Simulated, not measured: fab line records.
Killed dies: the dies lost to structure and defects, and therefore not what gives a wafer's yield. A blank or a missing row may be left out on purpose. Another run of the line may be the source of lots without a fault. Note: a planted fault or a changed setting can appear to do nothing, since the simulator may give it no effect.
Problem report in the 8D (eight disciplines) form, filled by code | flow n5-finfet | the parts of the form that need people (team, actions taken, sign-off) are left out

## 1. THE ISSUE
Wafers without a fault read 15000 W, standard deviation 2.7; cathode-dc-power-W at N5_BEOL_M12_SPUTTER_43 reads a mean of 13295 W on 2 wafers belonging to 2 lots. That is -99 or more standard deviations from the usual mean.
The step: material TaN, target thk 15 nm, time 24.19 s.
First seen on wafer L880.1, day 14 10:53, on pvd-sputter-02. At this step, 30 wafers from 10 lots have a number in the record. The rule behind "out" and "out of limits": a value lying over 4 standard deviations away from the usual mean. All remaining wafers that have a number are taken as sound.

## 2. WHAT IT IS; WHAT IT IS NOT
question                    | is                 | is not
which readings at this step | cathode-dc-power-W | throttle-valve-pct
which lots                  | L880, L882         | L872, L883, L886, L888, L889, L890, L891, L892
which wafers of those lots  | L880.1, L882.4     | L880.4, L880.6, L882.2, L882.3
read on which tools         | pvd-sputter-02     | pvd-sputter-01, pvd-sputter-03
when                        | from day 14 10:53  | up to then (5 sound wafers); but 23 sound wafers of L882, L883, L886, L888, L889, L890, L891, L892 came after

## 3. SUSPECTS, AND WHAT RULES EACH OUT
Counting: a tool at a process step up to the reading stays a suspect if it ran every lot that is out. Sound lots after the first of them don't rule it out here, since some wafers of a struck lot are sound.
- pvd-sputter-02 at N5_BEOL_M12_DEGAS_41 (time 60 s): kept. It ran every lot that is out, first L880 (day 14 10:48); its last sound lot up to then is L872 (day 12 17:02).
- pvd-sputter-02 at N5_BEOL_M12_SPUTTER_43 (material TaN, target thk 15 nm, time 24.19 s): kept. It ran every lot that is out, first L880 (day 14 10:53); its last sound lot up to then is L872 (day 12 17:07). Out on those wafers are its own readings of cathode-dc-power-W.
Remaining after the count are pvd-sputter-02 at N5_BEOL_M12_DEGAS_41 and pvd-sputter-02 at N5_BEOL_M12_SPUTTER_43.

## 4. THE CAUSE (what the simulator had put in)
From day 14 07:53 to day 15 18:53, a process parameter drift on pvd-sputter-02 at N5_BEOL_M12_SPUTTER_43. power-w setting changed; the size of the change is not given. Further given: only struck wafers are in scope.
Counting left 2 suspects, and this tool is among them.

## 5. THE EFFECT CHAIN, in route order
Each row: a reading where the mean over the struck wafers with a number is more than 3 standard deviations away from the usual. Scope: only readings with a usual standard deviation given in the record; hours: median across lots of the time from each lot's start at the first step in this table that gives one to its start at this step; sigmas: change in usual standard deviations.
hours | step                   | reading            | usual   | on struck wafers | change | sigmas
0     | N5_BEOL_M12_SPUTTER_43 | cathode-dc-power-W | 15000 W | 13295            | -1705  | -99 or more
It contains these process steps:
- N5_BEOL_M12_SPUTTER_43: material TaN, target thk 15 nm, time 24.19 s.
Later steps that measure or inspect, where all struck wafers having a row at the step show a number for every such reading and not one has moved that far: N5_BEOL_M13_CD_MEAS_10.

## 6. WHAT WOULD HAVE CAUGHT IT SOONER
First out-of-limits reading in this record: day 14 10:53, which is 3 hours after fault onset at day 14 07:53.
